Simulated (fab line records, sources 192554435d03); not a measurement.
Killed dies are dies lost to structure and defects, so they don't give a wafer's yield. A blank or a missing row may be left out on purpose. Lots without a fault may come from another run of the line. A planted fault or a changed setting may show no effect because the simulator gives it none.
Which tool did it? | flow n5_finfet | 10 lots, 28 wafers sampled, at 6 steps of a route of 1938

WHAT THE GAUGES READ, wafer by wafer
N5_BEOL_M0_SAQP_CD_MEAS_14: target cd 42.5 nm. Usual: cd_nm 42.4 nm, standard deviation 0.38.
lot  | measured     | on        | cd_nm (nm)     | flag
L998 | day 6 03:11  | cd_sem-01 | 43.0 42.0 42.0 |
L101 | day 6 20:32  | cd_sem-03 | 42.6 42.3 42.0 |
L102 | day 7 04:07  | cd_sem-03 | 42.5 42.6      |
L103 | day 7 10:56  | cd_sem-03 | 42.9 42.6 42.4 |
L106 | day 8 06:19  | cd_sem-02 | 42.2 43.0 43.2 |
L107 | day 8 13:53  | cd_sem-01 | 42.5 42.0      |
L109 | day 8 19:23  | cd_sem-01 | 42.2 42.5 42.3 |
L112 | day 9 12:40  | cd_sem-01 | 37.6 42.3 42.5 | OFF
L113 | day 9 15:19  | cd_sem-02 | 41.5 37.4 42.0 | OFF
L119 | day 11 07:56 | cd_sem-03 | 41.9 41.9 42.4 |

N5_BEOL_M4_RC_MEAS_101. Usual: DIBL_N 37.7 mV/V, standard deviation 2; DIBL_P 37.7 mV/V, standard deviation 2.3; IOFF_N 0.18 nA/um, standard deviation 0.039; IOFF_P 0.23 nA/um, standard deviation 0.042; ION_N 681 uA/um, standard deviation 12; ION_P 463 uA/um, standard deviation 8; SS_N 71.9 mV/dec, standard deviation 0.68; SS_P 73.6 mV/dec, standard deviation 0.71; VT_N 248 mV, standard deviation 3.2; VT_P -249 mV, standard deviation 3.1.
lot  | measured     | on        | DIBL_N (mV/V)  | DIBL_P (mV/V)  | IOFF_N (nA/um) | IOFF_P (nA/um) | ION_N (uA/um) | ION_P (uA/um) | SS_N (mV/dec)  | SS_P (mV/dec)  | VT_N (mV)   | VT_P (mV)      | flag
L998 | day 12 01:04 | prober-02 | 42.7 36.7 42.0 | 41.4 34.8 40.6 | 0.26 0.13 0.25 | 0.31 0.18 0.30 | 704 672 707   | 480 465 482   | 73.3 71.3 72.9 | 74.6 72.9 74.4 | 244 254 245 | -245 -254 -247 |
L101 | day 12 17:31 | prober-02 | 36.9 40.1 35.0 | 37.8 40.5 34.6 | 0.16 0.25 0.14 | 0.22 0.27 0.18 | 654 685 679   | 455 462 455   | 71.3 73.1 71.2 | 74.1 74.9 73.2 | 252 244 250 | -251 -249 -253 |
L102 | day 13 17:46 | prober-01 | 36.3 39.2      | 37.5 41.1      | 0.16 0.23      | 0.21 0.26      | 684 700       | 469 471       | 72.1 72.5      | 73.8 75.4      | 252 245     | -249 -248      |
L103 | day 13 10:34 | prober-01 | 40.2 39.1 38.9 | 40.8 39.3 38.2 | 0.22 0.21 0.19 | 0.27 0.24 0.22 | 673 687 662   | 456 465 449   | 72.8 72.5 71.9 | 74.5 73.8 73.5 | 246 247 251 | -248 -248 -251 |
L106 | day 14 11:06 | prober-02 | 34.1 36.3 34.2 | 34.6 37.9 35.2 | 0.14 0.19 0.16 | 0.18 0.24 0.19 | 668 697 689   | 453 472 470   | 70.5 72.3 71.6 | 72.2 73.2 73.5 | 250 247 247 | -252 -248 -249 |
L107 | day 14 05:29 | prober-01 | 39.9 41.5      | 40.9 41.8      | 0.22 0.27      | 0.27 0.30      | 709 715       | 470 484       | 72.0 72.1      | 74.2 74.2      | 244 242     | -249 -245      |
L109 | day 15 17:26 | prober-01 | 34.6 36.4 39.1 | 35.0 37.2 40.1 | 0.14 0.16 0.21 | 0.19 0.22 0.27 | 668 673 685   | 461 461 458   | 70.6 71.1 72.7 | 73.0 73.6 73.4 | 249 251 247 | -250 -251 -248 |
L112 | day 15 22:14 | prober-02 | 37.4 40.2 36.1 | 38.8 41.9 37.4 | 0.16 0.23 0.15 | 0.23 0.27 0.20 | 663 682 674   | 454 461 456   | 71.4 72.8 71.9 | 74.0 74.6 73.9 | 254 246 252 | -251 -249 -252 |
L113 | day 15 12:46 | prober-02 | 37.2 37.3 38.1 | 36.4 36.6 37.9 | 0.17 0.16 0.19 | 0.23 0.23 0.25 | 674 680 676   | 463 463 459   | 71.4 72.0 72.4 | 73.9 74.3 73.7 | 248 252 249 | -250 -250 -246 |
L119 | day 17 18:26 | prober-02 | 36.5 33.3 36.9 | 36.5 31.9 37.3 | 0.16 0.12 0.19 | 0.26 0.17 0.26 | 662 680 686   | 460 463 475   | 71.5 70.8 72.2 | 73.6 73.0 74.0 | 250 248 248 | -245 -251 -246 |

WHICH TOOL RAN EACH LOT (tool, then ch and the chambers of the sampled wafers, then the start)
lot  | N5_BEOL_M0_SAQP_HM_DEP_02    | N5_BEOL_M0_SAQP_HM_DEP_111      | N5_BEOL_M0_SAQP_EXPOSE_11          | N5_BEOL_M0_SAQP_ETCH_84
L998 | pvd_sputter-02, day 6 02:22  | pecvd-03 ch 0,1, day 6 02:44    | arfi_scanner-03 ch 0, day 6 03:04  | rie_diel-06 ch 0,3, day 6 03:21
L101 | pvd_sputter-02, day 6 19:44  | pecvd-01 ch 0,2, day 6 20:06    | arfi_scanner-01 ch 0, day 6 20:25  | rie_diel-06 ch 0,1,2, day 6 20:44
L102 | pvd_sputter-03, day 7 03:25  | pecvd-03 ch 1,2, day 7 03:49    | arfi_scanner-01 ch 0, day 7 04:00  | rie_diel-02 ch 2,3, day 7 04:34
L103 | pvd_sputter-02, day 7 10:15  | pecvd-04 ch 0,1,2, day 7 10:37  | arfi_scanner-01 ch 0, day 7 10:49  | rie_diel-06 ch 1,2,3, day 7 11:07
L106 | pvd_sputter-01, day 8 05:38  | pecvd-03 ch 0,2, day 8 06:00    | arfi_scanner-01 ch 0, day 8 06:11  | rie_diel-02 ch 0,2, day 8 06:29
L107 | pvd_sputter-02, day 8 13:02  | pecvd-04 ch 1, day 8 13:26      | arfi_scanner-02 ch 0, day 8 13:46  | rie_diel-02 ch 1,2, day 8 14:04
L109 | pvd_sputter-03, day 8 18:34  | pecvd-04 ch 0,1,2, day 8 18:56  | arfi_scanner-01 ch 0, day 8 19:16  | rie_diel-02 ch 2,3, day 8 19:33
L112 | pvd_sputter-02, day 9 11:53  | pecvd-01 ch 0,1, day 9 12:21    | arfi_scanner-01 ch 0, day 9 12:33  | rie_diel-06 ch 0,1, day 9 12:52
L113 | pvd_sputter-01, day 9 14:37  | pecvd-03 ch 0,2, day 9 14:59    | arfi_scanner-01 ch 0, day 9 15:11  | rie_diel-06 ch 2,3, day 9 15:29
L119 | pvd_sputter-03, day 11 07:08 | pecvd-03 ch 0,1,2, day 11 07:30 | arfi_scanner-03 ch 0, day 11 07:49 | rie_diel-06 ch 0,2,3, day 11 08:07
- N5_BEOL_M0_SAQP_HM_DEP_02: deposits TiN, target thk 12 nm.
- N5_BEOL_M0_SAQP_HM_DEP_111: deposits SiO2 from SiH4/N2O, target thk 12 nm, time 7.2 s.
- N5_BEOL_M0_SAQP_EXPOSE_11: exposes mask M0 CORE, target cd 42 nm.
- N5_BEOL_M0_SAQP_ETCH_84: etches SOC in N2/H2, target depth 100 nm, overetch 20 nm, time 150 s.

WHAT THE TOOLS THEMSELVES READ (means of the sampled wafers that have a number; where no wafer has one, the mark that the record gives instead)
N5_BEOL_M0_SAQP_HM_DEP_02. Usual: throttle_valve_pct 30.1 %, standard deviation 1.2.
lot  | tool           | throttle_valve_pct (%) | flag
L998 | pvd_sputter-02 | 30.4                   |
L101 | pvd_sputter-02 | 30.5                   |
L102 | pvd_sputter-03 | 29.3                   |
L103 | pvd_sputter-02 | 30.0                   |
L106 | pvd_sputter-01 | 31.1                   |
L107 | pvd_sputter-02 | 30.6                   |
L109 | pvd_sputter-03 | 29.7                   |
L112 | pvd_sputter-02 | 29.9                   |
L113 | pvd_sputter-01 | 30.8                   |
L119 | pvd_sputter-03 | 28.6                   |

N5_BEOL_M0_SAQP_HM_DEP_111. Usual: heater_power_w 762 W, standard deviation 150; showerhead_plenum_p_Torr 8.15 Torr, standard deviation 0.17.
lot  | tool     | heater_power_w (W) | showerhead_plenum_p_Torr (Torr) | flag
L998 | pecvd-03 | 617                | 8.08                            |
L101 | pecvd-01 | 672                | 8.15                            |
L102 | pecvd-03 | 810                | 8.22                            |
L103 | pecvd-04 | 963                | 8.04                            |
L106 | pecvd-03 | 634                | 8.18                            |
L107 | pecvd-04 | 843                | 7.89                            |
L109 | pecvd-04 | 919                | 8.03                            |
L112 | pecvd-01 | 794                | 8.20                            |
L113 | pecvd-03 | 657                | 8.20                            |
L119 | pecvd-03 | 730                | 8.20                            |

N5_BEOL_M0_SAQP_EXPOSE_11. Usual: focus_offset_nm 0.0 nm, standard deviation 0.5.
lot  | tool            | focus_offset_nm (nm) | flag
L998 | arfi_scanner-03 | -0.3                 |
L101 | arfi_scanner-01 | 0.0                  |
L102 | arfi_scanner-01 | 0.6                  |
L103 | arfi_scanner-01 | 0.2                  |
L106 | arfi_scanner-01 | -0.1                 |
L107 | arfi_scanner-02 | 0.6                  |
L109 | arfi_scanner-01 | -0.7                 |
L112 | arfi_scanner-01 | -0.2                 |
L113 | arfi_scanner-01 | 0.1                  |
L119 | arfi_scanner-03 | -0.4                 |

N5_BEOL_M0_SAQP_ETCH_84. Usual: chamber_pressure_mTorr 29.997 mTorr, standard deviation 0.028; drypump_motor_current_A 5.6 A, standard deviation 0.31; oes_product_au 0.70 a.u., standard deviation 0.076; rf_vpp_V 523.5 V, standard deviation 3; showerhead_plenum_p_Torr 2.53 Torr, standard deviation 0.11; temp_c 40.00 C, standard deviation 0.11; throttle_valve_pct 17.8 %, standard deviation 0.36.
lot  | tool        | chamber_pressure_mTorr (mTorr) | drypump_motor_current_A (A) | oes_product_au (a.u.) | rf_vpp_V (V) | showerhead_plenum_p_Torr (Torr) | temp_c (C) | throttle_valve_pct (%) | flag
L998 | rie_diel-06 | 30.014                         | 5.6                         | 0.63                  | 521.7        | 2.46                            | 39.95      | 18.0                   |
L101 | rie_diel-06 | 30.002                         | 5.7                         | 0.67                  | 523.6        | 2.52                            | 40.08      | 17.7                   |
L102 | rie_diel-02 | 29.992                         | 5.7                         | 0.72                  | 525.2        | 2.58                            | 39.99      | 17.8                   |
L103 | rie_diel-06 | 30.001                         | 5.6                         | 0.66                  | 522.9        | 2.49                            | 39.96      | 18.0                   |
L106 | rie_diel-02 | 30.000                         | 5.8                         | 0.68                  | 521.3        | 2.44                            | 40.06      | 18.0                   |
L107 | rie_diel-02 | 29.992                         | 5.3                         | 0.67                  | 522.0        | 2.48                            | 39.84      | 18.1                   |
L109 | rie_diel-02 | 30.000                         | 5.7                         | 0.68                  | 523.7        | 2.52                            | 40.11      | 18.0                   |
L112 | rie_diel-06 | 29.999                         | 5.7                         | 0.80                  | 521.8        | 2.46                            | 40.03      | 17.5                   |
L113 | rie_diel-06 | 30.021                         | 5.5                         | 0.81                  | 528.0        | 2.70                            | 40.04      | 17.9                   |
L119 | rie_diel-06 | 30.006                         | 5.6                         | 0.77                  | 526.0        | 2.61                            | 39.94      | 17.6                   |

THE ANSWER, worked out from the rows above alone
Rule: a lot is off if the mean of its wafers that have a number lies more than 3 standard deviations from the usual mean. A lot without any number at a reading at which 4 lots or more have one is off too. The other lots that the step has rows for count as sound. The gauges are gone through in route order, then the tools' own readings, and for those a lot's mean is taken as printed above. The first step at which some lot is off is used, and at that step the reading that is off furthest; a lot without a number counts as furthest.
Off: L112, L113, at N5_BEOL_M0_SAQP_CD_MEAS_14 (cd_nm).
A tool fits if, at a process step before that reading, it ran every lot that is off, and no sound lot after the first of them. The gauges at N5_BEOL_M0_SAQP_CD_MEAS_14 are tried like those tools. One fits: arfi_scanner-01 at N5_BEOL_M0_SAQP_EXPOSE_11. Its last sound lot is L109 (day 8 19:16), its first lot that is off L112 (day 9 12:33): a fault that began between those two fits.

WHAT THE SIMULATOR HAD PUT IN
Process parameter drift: arfi_scanner-01, from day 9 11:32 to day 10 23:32, at N5_BEOL_M0_SAQP_EXPOSE_11. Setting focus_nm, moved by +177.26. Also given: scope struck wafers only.
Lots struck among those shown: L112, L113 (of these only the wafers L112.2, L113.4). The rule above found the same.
